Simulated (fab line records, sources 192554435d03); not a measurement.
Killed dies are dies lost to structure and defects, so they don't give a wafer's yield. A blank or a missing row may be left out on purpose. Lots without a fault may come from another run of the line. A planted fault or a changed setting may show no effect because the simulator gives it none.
Split-lot experiment | flow n5_finfet | 7 lots, 21 wafers read, on a route of 1938 steps

THE SPLIT
At N5_BEOL_M5_COAT_65 (time 60 s, resist thk 60 nm), the setting spin_rpm was moved away from the recipe's 1500 rpm on 5 of the 21 wafers read, by -8.9% to -4.4%. The other wafers ran this setting at the recipe's value.

The reading is taken at the split's own step.

THE READING
SOC_of_BEOL_M5_COAT_65.thk_nm (the simulator's own value, which no gauge read), in nm, at N5_BEOL_M5_COAT_65 (time 60 s, resist thk 60 nm). The file gives no usual value for it. The 16 wafers here that ran the recipe average 60.1 nm, standard deviation 0.16 nm.

wafer  | tool, chamber at the split | spin_rpm as run, rpm | against the recipe | SOC_of_BEOL_M5_COAT_65.thk_nm, nm | against lot-mates on the recipe
L088.3 | litho_track-05, 0          | 1500                 | recipe             | 60.4                              | -
L088.6 | litho_track-05, 0          | 1500                 | recipe             | 60.4                              | -
L088.5 | litho_track-05, 0          | 1500                 | recipe             | 60.2                              | -
L089.2 | litho_track-01, 0          | 1500                 | recipe             | 60.2                              | -
L089.5 | litho_track-01, 0          | 1500                 | recipe             | 60                                | -
L089.6 | litho_track-01, 0          | 1399                 | -6.7%              | 62.2                              | +2.1
L090.4 | litho_track-01, 0          | 1430                 | -4.7%              | 61.4                              | +1.4
L090.5 | litho_track-01, 0          | 1430                 | -4.7%              | 61.6                              | +1.6
L090.6 | litho_track-01, 0          | 1500                 | recipe             | 60                                | -
L091.3 | litho_track-01, 0          | 1500                 | recipe             | 60.2                              | -
L091.4 | litho_track-01, 0          | 1500                 | recipe             | 60.2                              | -
L091.5 | litho_track-01, 0          | 1500                 | recipe             | 60.2                              | -
L093.3 | litho_track-01, 0          | 1500                 | recipe             | 60                                | -
L093.4 | litho_track-01, 0          | 1434                 | -4.4%              | 61.6                              | +1.5
L093.5 | litho_track-01, 0          | 1500                 | recipe             | 60.2                              | -
L092.2 | litho_track-02, 0          | 1500                 | recipe             | 60                                | -
L092.4 | litho_track-02, 0          | 1500                 | recipe             | 60                                | -
L092.5 | litho_track-02, 0          | 1367                 | -8.9%              | 62.8                              | +2.8
L094.1 | litho_track-01, 0          | 1500                 | recipe             | 59.8                              | -
L094.5 | litho_track-01, 0          | 1500                 | recipe             | 60                                | -
L094.6 | litho_track-01, 0          | 1500                 | recipe             | 60                                | -

THE FIT
A straight line over all 21 wafers: SOC_of_BEOL_M5_COAT_65.thk_nm changes by -0.307 nm for each +1% of spin_rpm; r = -0.98; the points scatter about the line by 0.15 nm.
The same after taking each lot's own level away (the mean of its wafers on the recipe; 21 wafers): -0.318 nm for each +1%; r = -1.00; scatter 0.081 nm.
On that fit, the largest move of spin_rpm shifts the reading by 2.8 nm.
The lots' own levels span 59.93 to 60.33 nm, that is 2.5 times the standard deviation above.
So the lot-to-lot level changes the slope little: the two slopes agree.
Check: with one of the wafers moved furthest among these (-8.9%) left out of the fit, the line predicts +2.84 nm for it against its lot-mates. It came out at +2.8 nm against them.

OTHER SPLITS ON THESE WAFERS
These wafers also went through other splits before the reading. Each is held against what the fit with the lots' levels taken away leaves over:
other split on the same wafers | wafers away from the commonest value | r with SOC_of_BEOL_M5_COAT_65.thk_nm (lot level and that fit taken away)
N5_BEOL_M4_EXPOSE_08 dose_mj   | 6                                    | +0.11
N5_BEOL_M5_ILD_DEP_00 time_s   | 8                                    | +0.23
N5_BEOL_M5_PECVD_70 temp_c     | 6                                    | -0.23

THE FILE'S OWN FIT
SOC_of_BEOL_M5_COAT_65.thk_nm changes by -0.318 nm for each +1% of spin_rpm, r = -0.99.
